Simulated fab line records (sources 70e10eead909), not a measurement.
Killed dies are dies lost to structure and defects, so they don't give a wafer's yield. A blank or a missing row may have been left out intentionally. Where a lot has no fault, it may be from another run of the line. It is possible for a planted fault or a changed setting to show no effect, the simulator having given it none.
fab line records + flow nandHarc
[record]
- lots = 12
- wafers = 36
- lastDay = 24
route steps=1159 shown P_BONDPAD@377 THIN_TSV@1132 END@1159
lots untouched by any fault: they come from a run of this same line in which no faults occurred
startH: hours from the record's opening day to when the first of the lot's shown wafers began + waitH: hours elapsed since this lot's preceding step + " the same as in the row above + L1.1+2: a single row standing in for several wafers + - no value present, or no start provided + * or withheld: withheld + < > ~ a bound
route shown NAME@n: NAME is a module with steps in the file, n the number in the route of the first one + usual: mean and standard deviation over wafers with no fault + same: alike in all rows + chamber/n: place in a boat + sites: per-site readings + _std_site: how widely they spread, as a standard deviation + _edge_site: the outer-site mean with the inner-site mean subtracted + radiusMm: for every site, how far away it sits from the centre of the wafer + mask NAME#n: copy n + behind: the last tool/chamber to shape the wafer + hold: what put the lot on hold/how long, in hours/how the hold closed + device: the transistor (n, p or np) that didn't switch + end of line: tests of these same wafers at the route's end + a step with no rows: only its recipe + killed: the dies lost at the first sort to structure and to defects; this is not the yield of the wafer + map: the dies of a wafer, with x for killed, . for not killed, _ for no die there
set.NAME: setting as actually run; set.NAME@STEP: the setting as run at that earlier step + model.NAME: the simulator's own value behind a step, which no gauge read
a sample of lots followed through the steps of the route, with each step as a table and each wafer as a row
services: a tool's chamber out of use, with start hour (startH, from the record's first day; less than 0 if before it), hours out, and reason
[[steps]]
[step NHARC_P_BONDPAD_PVD_27]
[recipe]
- targetThkA = 300
- chamberPressurePa = 5
- powerW = 5000
- substrateTempC = 30
- timeS = 20.49
- material = Cu
[usual]
- throttleValvePct = 30.1/1
| lot.wafer | tool          | chamber | startH | waitH | throttleValvePct |
|-----------|---------------|---------|--------|-------|------------------|
| L266.1    | pvdSputter-02 | -       | 131.29 | -     | 30.6             |
| L266.2    | "             | -       | "      | "     | 28.7             |
| L266.6    | "             | -       | "      | "     | 31.3             |
| L268.4    | pvdSputter-01 | -       | 138.37 | -     | 28.6             |
| L268.1    | "             | -       | "      | "     | 29.9             |
| L268.5    | "             | -       | "      | "     | 30.1             |
| L270.1    | pvdSputter-01 | -       | 150.51 | -     | 31.0             |
| L270.2    | "             | -       | "      | "     | 30.2             |
| L270.5    | "             | -       | "      | "     | 28.7             |
| L272.1    | pvdSputter-02 | -       | 165.38 | -     | 31.3             |
| L272.4    | "             | -       | "      | "     | 30.4             |
| L272.6    | "             | -       | "      | "     | 28.5             |
| L273.2    | pvdSputter-01 | -       | 175.84 | -     | 29.8             |
| L273.1    | "             | -       | "      | "     | 28.7             |
| L273.5    | "             | -       | "      | "     | 30.7             |
| L274.3    | pvdSputter-03 | -       | 176.93 | -     | 31.2             |
| L274.1    | "             | -       | "      | "     | 30.4             |
| L274.5    | "             | -       | "      | "     | 31.2             |
| L276.4    | pvdSputter-02 | -       | 190.33 | -     | 31.2             |
| L276.1    | "             | -       | "      | "     | 30.4             |
| L276.5    | "             | -       | "      | "     | 31.0             |
| L279.3    | pvdSputter-02 | -       | 209.53 | -     | 30.6             |
| L279.1    | "             | -       | "      | "     | 30.5             |
| L279.5    | "             | -       | "      | "     | 31.3             |
| L282.4    | pvdSputter-01 | -       | 231.87 | -     | 30.8             |
| L282.2    | "             | -       | "      | "     | 30.5             |
| L282.6    | "             | -       | "      | "     | 30.2             |
| L284.1    | pvdSputter-02 | -       | 241.34 | -     | 29.6             |
| L284.3    | "             | -       | "      | "     | 29.3             |
| L284.5    | "             | -       | "      | "     | 29.7             |
| L287.3    | pvdSputter-03 | -       | 251.44 | -     | 31.0             |
| L287.6    | "             | -       | "      | "     | 28.2             |
| L287.5    | "             | -       | "      | "     | 31.4             |
| L289.2    | pvdSputter-03 | -       | 266.12 | -     | 31.0             |
| L289.1    | "             | -       | "      | "     | 30.1             |
| L289.6    | "             | -       | "      | "     | 28.4             |
[step NHARC_THIN_TSV_ANNEAL_52]
[recipe]
- tempC = 225
- timeS = 90
[usual]
- wafer_temp_C_max = 225.96/0.23
| lot.wafer | tool         | chamber | startH | waitH | wafer_temp_C_max |
|-----------|--------------|---------|--------|-------|------------------|
| L266.1    | rtpAnneal-02 | 0       | 444.11 | 0.5   | 226.09           |
| L266.2    | "            | 0       | "      | "     | 226.45           |
| L266.6    | "            | 0       | "      | "     | 226.03           |
| L270.1    | rtpAnneal-01 | 0       | 444.84 | 0.6   | 226.16           |
| L270.2    | "            | 0       | "      | "     | 225.95           |
| L270.5    | "            | 0       | "      | "     | 225.89           |
| L268.1    | rtpAnneal-02 | 0       | 448.89 | 0.6   | 226.00           |
| L268.4    | "            | 0       | "      | "     | 225.63           |
| L268.5    | "            | 0       | "      | "     | 226.50           |
| L272.1    | rtpAnneal-02 | 0       | 456.94 | 0.5   | 225.58           |
| L272.4    | "            | 0       | "      | "     | 226.14           |
| L272.6    | "            | 0       | "      | "     | 225.92           |
| L274.1    | rtpAnneal-02 | 0       | 478.18 | 0.7   | 226.04           |
| L274.3    | "            | 0       | "      | "     | 225.93           |
| L274.5    | "            | 0       | "      | "     | 225.69           |
| L273.1    | rtpAnneal-01 | 0       | 483.61 | 0.5   | 225.99           |
| L273.2    | "            | 0       | "      | "     | 226.07           |
| L273.5    | "            | 0       | "      | "     | 226.15           |
| L276.1    | rtpAnneal-02 | 0       | 490.76 | 0.5   | 226.26           |
| L276.4    | "            | 0       | "      | "     | 225.80           |
| L276.5    | "            | 0       | "      | "     | 225.75           |
| L279.1    | rtpAnneal-01 | 0       | 493.17 | 0.5   | 225.86           |
| L279.3    | "            | 0       | "      | "     | 226.15           |
| L279.5    | "            | 0       | "      | "     | 225.84           |
| L282.2    | rtpAnneal-02 | 0       | 519.69 | 0.7   | 225.86           |
| L282.4    | "            | 0       | "      | "     | 225.57           |
| L282.6    | "            | 0       | "      | "     | 225.93           |
| L284.1    | rtpAnneal-01 | 0       | 529.78 | 0.5   | 225.93           |
| L284.3    | "            | 0       | "      | "     | 225.70           |
| L284.5    | "            | 0       | "      | "     | 225.81           |
| L287.3    | rtpAnneal-02 | 0       | 537.08 | 0.4   | 225.81           |
| L287.5    | "            | 0       | "      | "     | 225.97           |
| L287.6    | "            | 0       | "      | "     | 225.94           |
| L289.1    | rtpAnneal-01 | 0       | 549.38 | 0.5   | 225.88           |
| L289.2    | "            | 0       | "      | "     | 225.95           |
| L289.6    | "            | 0       | "      | "     | 225.80           |
[step NHARC_THIN_TSV_ETCH_59]
[recipe]
- targetDepthA = 8800
- icpW = 900
- biasW = 100
- Cl2_flow_sccm = 60
- bcl3FlowSccm = 30
- timeS = 138.1
- chemistry = Cl2/BCl3
[usual]
- drypumpMotorCurrentA = 5.4/0.34
- oesProductAu = 1.000/0.012
- throttleValvePct = 22.265/0.0088
| lot.wafer | tool        | chamber | startH | waitH | drypumpMotorCurrentA | oesProductAu | rfHoursCounterH | throttleValvePct |
|-----------|-------------|---------|--------|-------|----------------------|--------------|-----------------|------------------|
| L266.1    | rieMetal-02 | 0       | 446.42 | 0.1   | 4.9                  | 0.976        | 1.8             | 22.270           |
| L266.2    | "           | 1       | "      | "     | 5.7                  | 0.995        | 1.8             | 22.264           |
| L266.6    | "           | 1       | "      | "     | 5.7                  | 0.982        | -               | 22.269           |
| L270.1    | rieMetal-01 | 1       | 447.09 | 0.1   | 5.8                  | 0.995        | 3.2             | 22.259           |
| L270.2    | "           | 1       | "      | "     | 5.7                  | 0.999        | -               | 22.266           |
| L270.5    | "           | 1       | "      | "     | 5.7                  | 0.994        | -               | 22.258           |
| L268.1    | rieMetal-01 | 1       | 451.14 | 0.1   | 5.8                  | 1.004        | 3.7             | 22.267           |
| L268.4    | "           | 1       | "      | "     | 5.7                  | 1.013        | -               | 22.275           |
| L268.5    | "           | 1       | "      | "     | 5.7                  | 1.002        | -               | 22.281           |
| L272.1    | rieMetal-02 | 0       | 459.16 | 0.1   | 4.8                  | 0.982        | 2.5             | 22.273           |
| L272.4    | "           | 1       | "      | "     | 5.7                  | 0.993        | -               | 22.264           |
| L272.6    | "           | 1       | "      | "     | 5.7                  | 0.995        | -               | 22.272           |
| L274.1    | rieMetal-01 | 1       | 480.32 | 0.1   | 5.7                  | 1.017        | 4.9             | 22.255           |
| L274.3    | "           | 0       | "      | "     | 5.3                  | 1.011        | -               | 22.274           |
| L274.5    | "           | 0       | "      | "     | 5.3                  | 1.006        | -               | 22.279           |
| L273.2    | rieMetal-03 | 0       | 485.84 | 0.1   | 5.5                  | 1.006        | 0.5             | 22.248           |
| L273.1    | "           | 1       | "      | "     | 5.2                  | 1.006        | 0.5             | 22.259           |
| L273.5    | "           | 1       | "      | "     | 5.2                  | 1.020        | -               | 22.272           |
| L276.1    | rieMetal-01 | 1       | 492.88 | 0.1   | 5.8                  | 1.007        | 5.2             | 22.281           |
| L276.4    | "           | 0       | "      | "     | 5.4                  | 1.002        | -               | 22.266           |
| L276.5    | "           | 1       | "      | "     | 5.7                  | 1.013        | -               | 22.266           |
| L279.1    | rieMetal-03 | 0       | 495.40 | 0.1   | 5.5                  | 1.001        | 0.9             | 22.261           |
| L279.3    | "           | 0       | "      | "     | 5.5                  | 1.004        | -               | 22.256           |
| L279.5    | "           | 0       | "      | "     | 5.5                  | 0.992        | -               | 22.262           |
| L282.2    | rieMetal-02 | 0       | 521.91 | 0.1   | 4.8                  | 0.978        | 4.5             | 22.254           |
| L282.4    | "           | 0       | "      | "     | 4.8                  | 0.981        | -               | 22.269           |
| L282.6    | "           | 0       | "      | "     | 4.8                  | 0.985        | -               | 22.256           |
| L284.1    | rieMetal-03 | 0       | 532.02 | 0.1   | 5.5                  | 1.009        | 2.1             | 22.250           |
| L284.3    | "           | 0       | "      | "     | 5.5                  | 1.006        | -               | 22.268           |
| L284.5    | "           | 0       | "      | "     | 5.5                  | 1.021        | -               | 22.248           |
| L287.3    | rieMetal-01 | 1       | 539.18 | 0.2   | 5.8                  | 0.997        | -               | 22.262           |
| L287.6    | "           | 1       | "      | "     | 5.8                  | 1.003        | -               | 22.263           |
| L287.5    | "           | 0       | "      | "     | 5.3                  | 1.010        | -               | 22.251           |
| L289.1    | rieMetal-03 | 1       | 551.49 | 0.1   | 5.2                  | 1.017        | 2.6             | 22.274           |
| L289.2    | "           | 0       | "      | "     | 5.5                  | 1.007        | 2.6             | 22.272           |
| L289.6    | "           | 1       | "      | "     | 5.2                  | 1.009        | -               | 22.264           |
[step NHARC_THIN_TSV_STRIP_56]
[recipe]
- powerW = 1500
- tempC = 250
- chemistry = O2
[usual]
- drypumpMotorCurrentA = 5.8/0.49
- heaterPowerW = 331/14
| lot.wafer | tool           | chamber | startH | waitH | drypumpMotorCurrentA | heaterPowerW | rfHoursCounterH |
|-----------|----------------|---------|--------|-------|----------------------|--------------|-----------------|
| L266.1    | plasmaAsher-01 | 0       | 446.88 | 0.2   | 5.8                  | 355          | 61              |
| L266.2    | "              | 1       | "      | "     | 5.9                  | 367          | 61              |
| L266.6    | "              | 0       | "      | "     | 5.8                  | 349          | -               |
| L270.2    | plasmaAsher-01 | 0       | 447.71 | 0.1   | 5.8                  | 356          | 61              |
| L270.1    | "              | 1       | "      | "     | 5.9                  | 350          | 61              |
| L270.5    | "              | 0       | "      | "     | 5.8                  | 362          | -               |
| L268.1    | plasmaAsher-02 | 1       | 451.79 | 0.2   | 6.6                  | 329          | 26              |
| L268.4    | "              | 1       | "      | "     | 6.6                  | 335          | -               |
| L268.5    | "              | 1       | "      | "     | 6.6                  | 336          | -               |
| L272.1    | plasmaAsher-02 | 0       | 459.82 | 0.4   | 5.1                  | 320          | 30              |
| L272.4    | "              | 0       | "      | "     | 5.1                  | 327          | -               |
| L272.6    | "              | 0       | "      | "     | 5.1                  | 323          | -               |
| L274.1    | plasmaAsher-02 | 0       | 480.69 | 0.1   | 5.1                  | 312          | 38              |
| L274.3    | "              | 1       | "      | "     | 6.6                  | 341          | -               |
| L274.5    | "              | 1       | "      | "     | 6.6                  | 341          | -               |
| L273.1    | plasmaAsher-01 | 0       | 486.19 | 0.1   | 5.8                  | 340          | 7               |
| L273.2    | "              | 1       | "      | "     | 5.9                  | 324          | 7               |
| L273.5    | "              | 0       | "      | "     | 5.9                  | 344          | -               |
| L276.1    | plasmaAsher-01 | 0       | 493.24 | 0.1   | 5.9                  | 334          | 9               |
| L276.4    | "              | 0       | "      | "     | 5.9                  | 333          | -               |
| L276.5    | "              | 0       | "      | "     | 5.8                  | 339          | -               |
| L279.1    | plasmaAsher-01 | 0       | 495.76 | 0.1   | 5.8                  | 344          | 10              |
| L279.3    | "              | 1       | "      | "     | 5.8                  | 322          | -               |
| L279.5    | "              | 1       | "      | "     | 5.8                  | 315          | -               |
| L282.2    | plasmaAsher-01 | 1       | 522.23 | 0.1   | 5.9                  | 324          | 19              |
| L282.4    | "              | 0       | "      | "     | 5.8                  | 336          | -               |
| L282.6    | "              | 0       | "      | "     | 5.8                  | 339          | -               |
| L284.1    | plasmaAsher-01 | 1       | 532.43 | 0.1   | 5.9                  | 322          | 21              |
| L284.3    | "              | 0       | "      | "     | 5.8                  | 341          | -               |
| L284.5    | "              | 0       | "      | "     | 5.8                  | 343          | -               |
| L287.3    | plasmaAsher-01 | 0       | 539.82 | 0.4   | 5.8                  | 334          | -               |
| L287.5    | "              | 1       | "      | "     | 5.9                  | 327          | -               |
| L287.6    | "              | 0       | "      | "     | 5.8                  | 344          | -               |
| L289.1    | plasmaAsher-02 | 0       | 551.85 | 0.1   | 5.1                  | 297          | 1               |
| L289.2    | "              | 1       | "      | "     | 6.6                  | 327          | 1               |
| L289.6    | "              | 0       | "      | "     | 5.1                  | 300          | -               |
[step NHARC_END_SORT_01]
[recipe]
- tempC = 25
[usual]
- defectLimitedYield = 95.1/1.3
- killedAtArray = 29/8.4
- killedAtOther = 0.7/1.2
- killedAtPeriphery = 3.8/2.1
- killedDies = 33/9
- killedOpen = 3.4/2
- killedShort = 2.1/1.4
- sort_bin_2_pct = 1.5/0.56
- sort_bin_3_pct = 0.26/0.2
- sort_bin_4_pct = 3.1/0.91
- sortNPass = 644/9
- sortRimYieldPct = 96.2/2.2
- sortYieldPct = 95.1/1.3
[same]
- grossDies = 677
- sort_bin_5_pct[%] = 0
- sort_bin_6_pct[%] = 0
- sort_bin_7_pct[%] = 0
- sort_bin_8_pct[%] = 0
- sortRimNGross = 106.00
| lot.wafer | tool      | chamber | startH | waitH | defectLimitedYield[%] | killedAtArray | killedAtOther | killedAtPeriphery | killedDies | killedOpen | killedShort | sort_bin_2_pct[%] | sort_bin_3_pct[%] | sort_bin_4_pct[%] | sortNPass | sortRimYieldPct[%] | sortYieldPct[%] |
|-----------|-----------|---------|--------|-------|-----------------------|---------------|---------------|-------------------|------------|------------|-------------|-------------------|-------------------|-------------------|-----------|--------------------|-----------------|
| L282.2    | prober-02 | 0       | 543.06 | 2.8   | 89.5                  | 16            | 6             | 49                | 71         | 4          | 0           | 3.4               | 3.40              | 3.7               | 606       | 81.1               | 89.5            |
| L282.4    | prober-02 | 0       | 544.64 | 3.4   | 96.3                  | 16            | 7             | 2                 | 25         | 6          | 2           | 1.3               | 0.15              | 2.2               | 652       | 94.3               | 96.3            |
| L282.6    | prober-02 | 0       | 546.22 | 4.0   | 96.3                  | 19            | 1             | 5                 | 25         | 4          | 3           | 0.6               | 0                 | 3.1               | 652       | 97.2               | 96.3            |
// killed by level:class
L282.2 P_BONDPAD:unspecified=46 A_CHANNEL_HOLE_D1:chamberFilmFlake=6 A_WL_FILL:chamberFilmFlake=4 THIN_TSV:chamberFilmFlake=4 A_CONTACT:chamberFilmFlake=3 A_CHANNEL_FILL_D1:geometricParticle:open=2 HYBRID_BOND:chamberFilmFlake=2 P_M0:geometricParticle:open=1
L282.4 THIN_TSV:chamberFilmFlake=6 A_CONTACT:geometricParticle:open=3 A_CONTACT:chamberFilmFlake=3 A_CONTACT:geometricParticle:short=2 A_M1:geometricParticle:open=2 A_CHANNEL_HOLE_D1:chamberFilmFlake=2 A_WL_FILL:geometricParticle:open=1 P_GATE:chamberFilmFlake=1
L282.6 A_CHANNEL_HOLE_D1:chamberFilmFlake=7 A_WL_FILL:chamberFilmFlake=4 A_CONTACT:chamberFilmFlake=3 A_ONON_D1:geometricParticle:short=2 A_CONTACT:geometricParticle:open=2 P_GATE:chamberFilmFlake=2 P_M0:geometricParticle:short=1 P_M0:geometricParticle:open=1
[[services]]
| tool           | chamber | startH | hours | kind   |
|----------------|---------|--------|-------|--------|
| pvdSputter-01  | -       | 131.86 | 4.7   | repair |
| pvdSputter-01  | -       | 145.07 | 0.5   | repair |
| plasmaAsher-01 | -       | 148.74 | 1.1   | repair |
| rieMetal-01    | -       | 155.00 | 9.0   | pm     |
| pvdSputter-01  | -       | 158.01 | 10.0  | pm     |
| plasmaAsher-02 | -       | 184.25 | 9.0   | pm     |
| pvdSputter-02  | -       | 214.00 | 10.0  | pm     |
| pvdSputter-01  | -       | 214.17 | 1.6   | repair |
| plasmaAsher-01 | -       | 228.89 | 1.0   | repair |
| rieMetal-01    | 0       | 231.32 | 7.2   | repair |
| plasmaAsher-01 | -       | 270.94 | 4.8   | repair |
| plasmaAsher-01 | -       | 276.00 | 9.0   | pm     |
| rieMetal-03    | -       | 276.00 | 9.0   | pm     |
| plasmaAsher-01 | -       | 287.88 | 5.8   | repair |
| rieMetal-01    | 1       | 294.25 | 16.2  | repair |
| rtpAnneal-02   | -       | 300.04 | 12.0  | pm     |
| rieMetal-01    | -       | 332.00 | 9.0   | pm     |
| pvdSputter-02  | -       | 391.95 | 5.3   | repair |
| rieMetal-01    | 1       | 393.81 | 8.0   | repair |
| rieMetal-01    | -       | 403.81 | 1.5   | repair |
| rieMetal-01    | 0       | 438.14 | 19.9  | repair |
| plasmaAsher-01 | -       | 453.42 | 9.0   | pm     |
| rieMetal-01    | -       | 509.00 | 9.0   | pm     |
| pvdSputter-02  | -       | 516.20 | 1.8   | repair |
[[key]]
[firstSign]
- step = NHARC_END_SORT_01
- reading = killedAtPeriphery
- direction = up
- sigmas = 21
- usual = 3.8
- struck = 49
[effect]
- step = NHARC_END_SORT_01
- reading = defectLimitedYield
- direction = down
- sigmas = 4.2
- usual = 95.1
- struck = 89.5
[moreKillsBornAt]
- NHARC_P_BONDPAD_PVD_27@pvdSputter-01 = 46
metAt NHARC_P_BONDPAD_PVD_27
struckLots L282
struckWafers L282.2
notActingAt NHARC_THIN_TSV_ANNEAL_52,NHARC_THIN_TSV_ETCH_59,NHARC_THIN_TSV_STRIP_56
onsetBetween 138.37 231.87
[fault]
- kind = chamberParticleSource
- tool = pvdSputter-01
- chamber = -
- onsetH = 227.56
- steps = NHARC_P_BONDPAD_PVD_27
- ratePerVisitCm2 = 1.0869
- scope = struckWafersOnly
